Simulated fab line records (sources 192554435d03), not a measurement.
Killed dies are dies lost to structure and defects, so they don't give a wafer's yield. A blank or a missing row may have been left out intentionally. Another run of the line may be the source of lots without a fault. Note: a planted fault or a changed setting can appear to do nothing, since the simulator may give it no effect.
fab line records    flow n5-finfet    part 2 of 2: steps 24 to 28 of 28
record: lots: 5  wafers: 15  last-day: 15
route steps=1938 shown ILD0@336 SDB@347
lots untouched by any fault: they come from a run of this same line in which no faults occurred
start-h: hours from the record's first day to the start of the lot's first wafer shown    wait-h: how many hours have passed since the lot's step before this one    " repeats the value in the row above    L1.1+2: one row covering several wafers at once    - no value present, or no start provided    * or withheld: withheld    < > ~ a bound
route shown NAME@n: names a module that has steps shown in the file, with the first one's number in the route    usual: mean/standard deviation of fault-free wafers    same: alike in all rows    chamber/n: place in a boat    sites: each site's reading    _std_site: the standard deviation of these    _edge_site: the outer-site mean with the inner-site mean subtracted    radius-mm: how far each site lies from the wafer's centre    mask NAME#n: copy n    behind: the most recent tool/chamber to have shaped the wafer    hold: why the lot went on hold/how many hours it stayed there/how the hold came to an end    device: names the non-switching transistor (n, p or np)    end of line: tests of these same wafers at the route's end    a step given without rows: its recipe and nothing more    killed: count of dies lost to structure and defects at first sort (not the wafer's yield)    map: per-die view of a wafer (x killed, . not killed, _ where there is no die)
set.NAME: the run value of the setting; set.NAME@STEP: its run value at that earlier step    model.NAME: the simulator's own value behind a step, which no gauge read
a table for each step, a row for each wafer; lots at some steps of the route
services: when a tool's chamber went out of use (start-h, in hours from the record's first day, below 0 if earlier), for how many hours, and the reason
== steps ==
step: N5_SDB_DESCUM_16
recipe: chemistry: O2  time-s: 7.9  source-power-w: 50  bias-power-w: 20  pressure-mtorr: 20  rf-frequency-hz: 2.712e+07  temp-c: 40  resist: CAR-ArF  o2-flow-sccm: 225
usual: chamber-pressure-mTorr: 20.000/0.018  drypump-motor-current-A: 5.3/0.52  oes-product-au: 0.73/0.078  rf-vpp-V: 242.8/1.4  showerhead-plenum-p-Torr: 2.08/0.067  throttle-valve-pct: 20.45/0.15
lot.wafer  tool         chamber  start-h  wait-h  chamber-pressure-mTorr  drypump-motor-current-A  oes-product-au  rf-hours-counter-h  rf-vpp-V  showerhead-plenum-p-Torr  throttle-valve-pct
L076.1     rie-diel-04  3        81.10    0.1     20.000                  4.9                      0.73            162                 243.8     2.16                      20.58
L076.3     "            1        "        "       19.987                  5.3                      0.69            221                 240.3     2.00                      20.48
L076.4     "            2        "        "       20.039                  5.3                      0.73            153                 242.0     2.04                      20.42
L080.2     rie-diel-04  0        99.68    0.0     19.991                  5.4                      0.70            220                 243.5     2.04                      20.60
L080.4     "            2        "        "       20.011                  5.3                      0.73            160                 242.2     2.04                      20.44
L080.6     "            3        "        "       19.997                  4.8                      0.72            -                   244.2     2.16                      20.56
L082.3     rie-diel-04  0        120.26   1.3     19.983                  5.4                      0.68            228                 243.9     2.04                      20.62
L082.4     "            1        "        "       20.000                  5.4                      0.68            235                 242.4     1.99                      20.50
L082.5     "            1        "        "       19.997                  5.3                      0.68            -                   242.1     1.99                      20.50
L083.1     rie-diel-04  0        123.19   1.0     19.998                  5.5                      0.69            230                 242.0     2.03                      20.61
L083.2     "            1        "        "       19.968                  5.3                      0.68            236                 241.9     1.99                      20.52
L083.4     "            2        "        "       20.004                  5.3                      0.72            169                 241.7     2.04                      20.43
L091.1     rie-diel-05  3        168.33   0.0     20.000                  4.9                      0.74            184                 241.2     2.01                      20.62
L091.2     "            2        "        "       20.027                  5.2                      0.85            63                  245.0     2.13                      20.08
L091.3     "            1        "        "       19.981                  6.5                      0.74            168                 242.8     2.00                      20.46
step: N5_SDB_ETCH_17
recipe: chemistry: CF4  target: SiARC  target-depth-a: 234  mask-material: CAR-ArF  time-s: 39  ion-energy-ev: 80  pressure-mtorr: 40  source-w: 545  bias-w: 36  Ar_flow_sccm: 100  cf4-flow-sccm: 100  ends: cleared
usual: chamber-pressure-mTorr: 40.00/0.064  drypump-motor-current-A: 5.3/0.52  etch-rf-on-time-s: 39.9/1.1  mfc-ar-sccm: 100.0/0.35  oes-product-au: 0.62/0.066  rf-vpp-V: 184.0/1.1  showerhead-plenum-p-Torr: 2.12/0.075  throttle-valve-pct: 15.65/0.25
lot.wafer  tool         chamber  start-h  wait-h  chamber-pressure-mTorr  drypump-motor-current-A  etch-rf-on-time-s  mfc-ar-sccm  oes-product-au  rf-hours-counter-h  rf-vpp-V  showerhead-plenum-p-Torr  throttle-valve-pct
L076.1     rie-diel-04  3        81.14    0.0     40.07                   4.9                      40.5               99.7         0.61            162                 184.6     2.24                      15.89
L076.3     "            1        "        "       39.96                   5.3                      40.1               100.6        0.58            221                 183.2     2.02                      15.60
L076.4     "            2        "        "       40.00                   5.3                      39.2               100.0        0.63            153                 181.7     2.06                      15.35
L080.2     rie-diel-04  0        99.71    0.0     39.97                   5.5                      39.5               100.0        0.60            220                 182.0     2.12                      16.02
L080.4     "            2        "        "       39.99                   5.3                      38.8               100.3        0.63            160                 183.4     2.06                      15.35
L080.6     "            3        "        "       39.97                   4.9                      40.6               100.4        0.61            -                   185.8     2.24                      15.92
L082.3     rie-diel-04  0        120.30   0.0     39.96                   5.5                      39.7               100.2        0.59            228                 184.0     2.12                      16.06
L082.4     "            1        "        "       40.00                   5.3                      41.0               99.4         0.56            235                 184.1     2.01                      15.62
L082.5     "            1        "        "       39.92                   5.3                      40.6               100.2        0.58            -                   182.4     2.01                      15.61
L083.1     rie-diel-04  0        123.23   0.0     39.99                   5.4                      39.8               99.9         0.59            230                 183.4     2.12                      16.05
L083.2     "            1        "        "       39.98                   5.3                      41.0               99.4         0.57            236                 182.7     2.01                      15.62
L083.4     "            2        "        "       39.99                   5.3                      38.7               100.3        0.63            169                 183.2     2.06                      15.38
L091.1     rie-diel-05  3        168.36   0.0     39.97                   4.9                      37.7               100.2        0.63            184                 182.7     2.04                      15.66
L091.2     "            2        "        "       39.98                   5.2                      38.3               100.1        0.73            63                  184.9     2.17                      15.22
L091.3     "            1        "        "       39.95                   6.4                      41.7               100.2        0.62            168                 182.6     2.07                      15.69
step: N5_SDB_ETCH_18
recipe: chemistry: N2/H2  target: SOC  target-depth-a: 1000  overetch-a: 200  mask-material: SiARC  temp-c: 40  time-s: 150  ion-energy-ev: 200  pressure-mtorr: 30  source-w: 840  bias-w: 150  n2-flow-sccm: 200  h2-flow-sccm: 200
usual: chamber-pressure-mTorr: 29.999/0.027  drypump-motor-current-A: 5.3/0.52  h2-flow-sccm: 200.1/0.58  oes-product-au: 0.66/0.066  rf-vpp-V: 523.3/2.5  showerhead-plenum-p-Torr: 2.52/0.082  throttle-valve-pct: 17.87/0.22
lot.wafer  tool         chamber  start-h  wait-h  chamber-pressure-mTorr  drypump-motor-current-A  h2-flow-sccm  oes-product-au  rf-hours-counter-h  rf-vpp-V  showerhead-plenum-p-Torr  throttle-valve-pct
L076.1     rie-diel-04  3        81.17    0.0     29.995                  4.9                      201.8         0.66            162                 526.5     2.63                      17.98
L076.3     "            1        "        "       30.002                  5.4                      201.1         0.62            221                 519.3     2.41                      17.92
L076.4     "            2        "        "       30.013                  5.3                      200.8         0.67            153                 520.7     2.46                      17.70
L080.2     rie-diel-04  0        99.75    0.0     29.993                  5.4                      200.8         0.63            220                 522.2     2.52                      18.26
L080.4     "            2        "        "       29.977                  5.3                      200.1         0.66            160                 520.9     2.46                      17.69
L080.6     "            3        "        "       29.968                  4.9                      200.0         0.65            -                   527.7     2.62                      18.00
L082.3     rie-diel-04  0        120.33   0.0     30.024                  5.4                      199.5         0.63            228                 522.9     2.51                      18.31
L082.4     "            1        "        "       29.981                  5.3                      200.7         0.61            235                 521.5     2.40                      17.95
L082.5     "            1        "        "       30.009                  5.3                      199.8         0.61            -                   519.3     2.40                      17.93
L083.1     rie-diel-04  0        123.26   0.0     29.974                  5.4                      199.4         0.63            230                 522.5     2.51                      18.31
L083.2     "            1        "        "       30.036                  5.3                      199.3         0.61            236                 519.3     2.40                      17.96
L083.4     "            2        "        "       29.990                  5.3                      199.7         0.66            169                 521.2     2.46                      17.71
L091.1     rie-diel-05  3        168.40   0.0     30.034                  4.9                      199.5         0.66            184                 521.3     2.43                      17.88
L091.2     "            2        "        "       30.006                  5.2                      200.3         0.75            63                  524.6     2.57                      17.30
L091.3     "            1        "        "       30.021                  6.5                      200.8         0.67            168                 520.4     2.46                      18.02
step: N5_SDB_STRIP_19
recipe: chemistry: N2/H2  temp-c: 40  n2-flow-sccm: 200  h2-flow-sccm: 200  rf-frequency-hz: 6e+07
lot.wafer   tool         chamber  start-h  wait-h
L076.1+3+4  rie-diel-04  3,1,2    81.30    0.1
L080.2+4+6  rie-diel-04  0,2,3    99.88    0.1
L082.3+4+5  rie-diel-04  0,1,1    120.46   0.1
L083.1+2+4  rie-diel-04  0,1,2    123.39   0.1
L091.1+2+3  rie-diel-05  3,2,1    168.52   0.1
step: N5_SDB_STRIP_21
recipe: chemistry: CF4  resist: SiARC  power-w: 300  bias-power-w: 75  pressure-mtorr: 50  cf4-flow-sccm: 150  rf-frequency-hz: 6e+07
usual: chamber-pressure-mTorr: 49.99/0.042  drypump-motor-current-A: 5.3/0.52  oes-product-au: 0.73/0.073  power-w: 300.0/0.87  rf-vpp-V: 270.9/1.6  showerhead-plenum-p-Torr: 1.78/0.061  throttle-valve-pct: 13.64/0.25
lot.wafer  tool         chamber  start-h  wait-h  chamber-pressure-mTorr  drypump-motor-current-A  oes-product-au  power-w  rf-hours-counter-h  rf-vpp-V  showerhead-plenum-p-Torr  throttle-valve-pct
L076.1     rie-diel-04  3        81.31    0.0     50.05                   4.8                      0.73            300.1    162                 271.8     1.88                      13.86
L076.3     "            1        "        "       49.99                   5.3                      0.68            300.5    221                 268.3     1.70                      13.63
L076.4     "            2        "        "       50.01                   5.3                      0.74            300.2    154                 267.7     1.73                      13.37
L080.2     rie-diel-04  0        99.89    0.0     50.00                   5.5                      0.70            300.4    220                 272.0     1.78                      14.05
L080.4     "            2        "        "       49.89                   5.3                      0.73            300.6    160                 269.7     1.73                      13.36
L080.6     "            3        "        "       49.92                   4.8                      0.72            300.3    -                   272.4     1.88                      13.86
L082.3     rie-diel-04  0        120.47   0.0     50.02                   5.5                      0.70            299.2    228                 269.9     1.78                      14.03
L082.4     "            1        "        "       50.04                   5.3                      0.68            299.1    235                 267.4     1.69                      13.66
L082.5     "            1        "        "       49.96                   5.3                      0.68            300.1    -                   269.2     1.69                      13.67
L083.1     rie-diel-04  0        123.40   0.0     49.94                   5.5                      0.70            300.2    230                 270.7     1.78                      14.05
L083.2     "            1        "        "       50.00                   5.3                      0.68            300.5    236                 269.3     1.69                      13.69
L083.4     "            2        "        "       49.91                   5.3                      0.72            299.0    169                 268.7     1.73                      13.40
L091.1     rie-diel-05  3        168.53   0.0     50.07                   4.8                      0.72            300.0    184                 268.2     1.69                      13.59
L091.2     "            2        "        "       50.04                   5.2                      0.82            300.7    63                  270.5     1.82                      13.17
L091.3     "            1        "        "       50.08                   6.4                      0.75            299.6    168                 269.5     1.73                      13.67
== services ==
tool             chamber  start-h  hours  kind
cmp-03           -        50.71    6.3    pm
fcvd-02          0        53.47    18.0   repair
fcvd-01          1        56.56    3.8    repair
arfi-scanner-02  -        61.78    14.7   repair
cmp-03           -        68.20    0.2    repair
ald-sin-02       1        69.29    7.8    repair
rie-diel-05      -        71.46    0.8    repair
arfi-scanner-02  -        76.52    1.3    pm
arfi-scanner-02  -        77.82    4.9    pm
cmp-01           -        84.84    16.2   pm
fcvd-02          -        85.94    0.9    repair
fcvd-01          0        99.84    11.3   repair
arfi-scanner-02  -        112.49   1.0    pm
fcvd-01          1        119.27   6.7    repair
rie-diel-05      2        120.99   4.6    repair
cmp-04           -        126.13   0.8    repair
cmp-04           -        133.17   4.0    pm
cmp-03           -        134.08   1.0    repair
arfi-scanner-02  -        139.15   0.8    pm
pecvd-01         1        151.35   5.3    repair
ald-sin-02       1        152.20   10.6   repair
rie-diel-04      1        152.74   6.5    repair
fcvd-01          -        156.78   2.8    pm
pecvd-01         -        160.27   1.6    repair
